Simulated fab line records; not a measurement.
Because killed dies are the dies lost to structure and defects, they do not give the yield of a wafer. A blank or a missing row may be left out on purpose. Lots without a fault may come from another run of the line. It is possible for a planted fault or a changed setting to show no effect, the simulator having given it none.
Which tool was responsible? + flow n5Finfet + 13 lots with 35 wafers sampled at 4 steps, on a route of 1938 steps

== WHAT EACH GAUGE READ, for each wafer ==
N5_BEOL_M7_INSPECT_13: inspects for defects (brightfield). Usual: rawDefectCount 381, standard deviation 100.
| lot  | measured     | on               | rawDefectCount | flag |
|------|--------------|------------------|----------------|------|
| L314 | day 8 16:37  | defectInspect-01 | 252 326 238    |      |
| L315 | day 9 01:42  | defectInspect-01 | 269 355 323    |      |
| L317 | day 9 17:25  | defectInspect-01 | 376 410 290    |      |
| L318 | day 10 04:28 | defectInspect-01 | 403 266        |      |
| L319 | day 10 04:51 | defectInspect-01 | 364 355 314    |      |
| L320 | day 10 10:37 | defectInspect-01 | 318 346        |      |
| L323 | day 10 21:10 | defectInspect-02 | 385 319 430    |      |
| L321 | day 10 21:20 | defectInspect-01 | 307 281 406    |      |
| L324 | day 11 12:26 | defectInspect-02 | 574 620 521    |      |
| L325 | day 11 17:16 | defectInspect-02 | 402 463 410    |      |
| L329 | day 12 14:10 | defectInspect-02 | 370 333        |      |
| L335 | day 14 12:16 | defectInspect-02 | 508 465 555    |      |
| L337 | day 15 11:08 | defectInspect-01 | 266 187        |      |

== WHICH TOOL RAN EACH LOT (tool, then ch and the chambers of the sampled wafers, then the start) ==
| lot  | N5_BEOL_M6_DEP_56               | N5_BEOL_M7_HM_DEP_02        | N5_BEOL_M7_COAT_05               |
|------|---------------------------------|-----------------------------|----------------------------------|
| L314 | pecvd-01 ch 0,1,2, day 8 15:04  | pvdSputter-02, day 8 16:11  | lithoTrack-02 ch 0, day 8 16:19  |
| L315 | pecvd-01 ch 0,1, day 8 22:14    | pvdSputter-02, day 9 01:16  | lithoTrack-04 ch 0, day 9 01:24  |
| L317 | pecvd-01 ch 0,1, day 9 15:26    | pvdSputter-01, day 9 16:59  | lithoTrack-04 ch 0, day 9 17:07  |
| L318 | pecvd-01 ch 0, day 10 01:16     | pvdSputter-01, day 10 03:55 | lithoTrack-02 ch 0, day 10 04:03 |
| L319 | pecvd-01 ch 0,1,2, day 10 01:42 | pvdSputter-01, day 10 04:18 | lithoTrack-05 ch 0, day 10 04:26 |
| L320 | pecvd-02 ch 1,2, day 10 07:59   | pvdSputter-02, day 10 10:10 | lithoTrack-05 ch 0, day 10 10:19 |
| L323 | pecvd-01 ch 0,1,2, day 10 16:20 | pvdSputter-02, day 10 20:37 | lithoTrack-02 ch 0, day 10 20:45 |
| L321 | pecvd-03 ch 0,1,2, day 10 16:41 | pvdSputter-01, day 10 20:38 | lithoTrack-05 ch 0, day 10 20:46 |
| L324 | pecvd-03 ch 1,2, day 11 09:35   | pvdSputter-01, day 11 11:53 | lithoTrack-02 ch 0, day 11 12:01 |
| L325 | pecvd-02 ch 0,1, day 11 13:08   | pvdSputter-03, day 11 16:41 | lithoTrack-02 ch 0, day 11 16:49 |
| L329 | pecvd-03 ch 0,1, day 12 12:49   | pvdSputter-02, day 12 13:37 | lithoTrack-04 ch 0, day 12 13:46 |
| L335 | pecvd-02 ch 1,2, day 14 09:02   | pvdSputter-01, day 14 11:50 | lithoTrack-04 ch 0, day 14 11:58 |
| L337 | pecvd-01 ch 0,2, day 15 08:13   | pvdSputter-03, day 15 10:42 | lithoTrack-02 ch 0, day 15 10:50 |
- N5_BEOL_M6_DEP_56: deposits SiCN from 3MS/NH3, target thk 10 nm, time 17.5 s.
- N5_BEOL_M7_HM_DEP_02: deposits TiN, target thk 20 nm.
- N5_BEOL_M7_COAT_05: resist thk 90 nm.

== WHAT THE TOOLS THEMSELVES READ (means of the sampled wafers that have a number; where no wafer has one, the mark that the record gives instead) ==
N5_BEOL_M6_DEP_56. Usual: showerheadPlenumPTorr 3.669 Torr, standard deviation 0.012; throttleValvePct 9.3 %, standard deviation 0.48.
| lot  | tool     | showerheadPlenumPTorr (Torr) | throttleValvePct (%) | flag |
|------|----------|------------------------------|----------------------|------|
| L314 | pecvd-01 | 3.669                        | 9.6                  |      |
| L315 | pecvd-01 | 3.663                        | 9.7                  |      |
| L317 | pecvd-01 | 3.660                        | 9.7                  |      |
| L318 | pecvd-01 | 3.647                        | 9.6                  |      |
| L319 | pecvd-01 | 3.670                        | 9.5                  |      |
| L320 | pecvd-02 | 3.672                        | 9.2                  |      |
| L323 | pecvd-01 | 3.664                        | 9.5                  |      |
| L321 | pecvd-03 | 3.666                        | 8.9                  |      |
| L324 | pecvd-03 | 3.650                        | 9.0                  |      |
| L325 | pecvd-02 | 3.679                        | 9.3                  |      |
| L329 | pecvd-03 | 3.666                        | 9.2                  |      |
| L335 | pecvd-02 | 3.675                        | 9.4                  |      |
| L337 | pecvd-01 | 3.662                        | 9.2                  |      |

N5_BEOL_M7_HM_DEP_02. Usual: chamberPressurePa 0.4999 Pa, standard deviation 0.00089; substrateTempC 24.99 C, standard deviation 0.11; throttleValvePct 30.3 %, standard deviation 1.
| lot  | tool          | chamberPressurePa (Pa) | substrateTempC (C) | throttleValvePct (%) | flag |
|------|---------------|------------------------|--------------------|----------------------|------|
| L314 | pvdSputter-02 | 0.4997                 | 25.00              | 30.7                 |      |
| L315 | pvdSputter-02 | 0.5002                 | 25.00              | 30.9                 |      |
| L317 | pvdSputter-01 | 0.4995                 | 25.07              | 30.0                 |      |
| L318 | pvdSputter-01 | 0.4995                 | 24.95              | 31.0                 |      |
| L319 | pvdSputter-01 | 0.4995                 | 25.06              | 30.9                 |      |
| L320 | pvdSputter-02 | 0.5000                 | 24.98              | 30.1                 |      |
| L323 | pvdSputter-02 | 0.4990                 | 24.97              | 30.2                 |      |
| L321 | pvdSputter-01 | 0.5008                 | 25.11              | 31.1                 |      |
| L324 | pvdSputter-01 | 0.4999                 | 25.00              | 30.4                 |      |
| L325 | pvdSputter-03 | 0.5004                 | 24.98              | 29.3                 |      |
| L329 | pvdSputter-02 | 0.5000                 | 25.06              | 30.1                 |      |
| L335 | pvdSputter-01 | 0.4995                 | 24.97              | 30.4                 |      |
| L337 | pvdSputter-03 | 0.5000                 | 25.00              | 29.6                 |      |

N5_BEOL_M7_COAT_05. Usual: spinSpeedRpm 1499.9 rpm, standard deviation 1.1.
| lot  | tool          | spinSpeedRpm (rpm) | flag |
|------|---------------|--------------------|------|
| L314 | lithoTrack-02 | 1500.8             |      |
| L315 | lithoTrack-04 | 1498.8             |      |
| L317 | lithoTrack-04 | 1499.8             |      |
| L318 | lithoTrack-02 | 1499.4             |      |
| L319 | lithoTrack-05 | 1500.8             |      |
| L320 | lithoTrack-05 | 1500.0             |      |
| L323 | lithoTrack-02 | 1500.0             |      |
| L321 | lithoTrack-05 | 1499.8             |      |
| L324 | lithoTrack-02 | 1728.5             | OFF  |
| L325 | lithoTrack-02 | 1729.5             | OFF  |
| L329 | lithoTrack-04 | 1499.3             |      |
| L335 | lithoTrack-04 | 1500.1             |      |
| L337 | lithoTrack-02 | 1500.2             |      |

== THE ANSWER, worked out from the rows above alone ==
Rule: lot off if the mean of its wafers having a number is beyond 3 standard deviations from the usual mean. Also off: a lot with no number at a reading for which 4 or more lots have one. Any other lot the step has rows for is counted as sound. The gauges are gone through in route order, then the tools' own readings, and for those a lot's mean is taken as printed above. At the first step where some lot is off, the reading lying furthest off is the one used; lots without a number count as furthest.
Off, at N5_BEOL_M7_COAT_05 on spinSpeedRpm: L324, L325.
A tool fits if, at that step or a process step before it, it ran every lot that is off, and no sound lot after the first of them. Of those tried, none fits.

== WHAT WAS PUT IN BY THE SIMULATOR ==
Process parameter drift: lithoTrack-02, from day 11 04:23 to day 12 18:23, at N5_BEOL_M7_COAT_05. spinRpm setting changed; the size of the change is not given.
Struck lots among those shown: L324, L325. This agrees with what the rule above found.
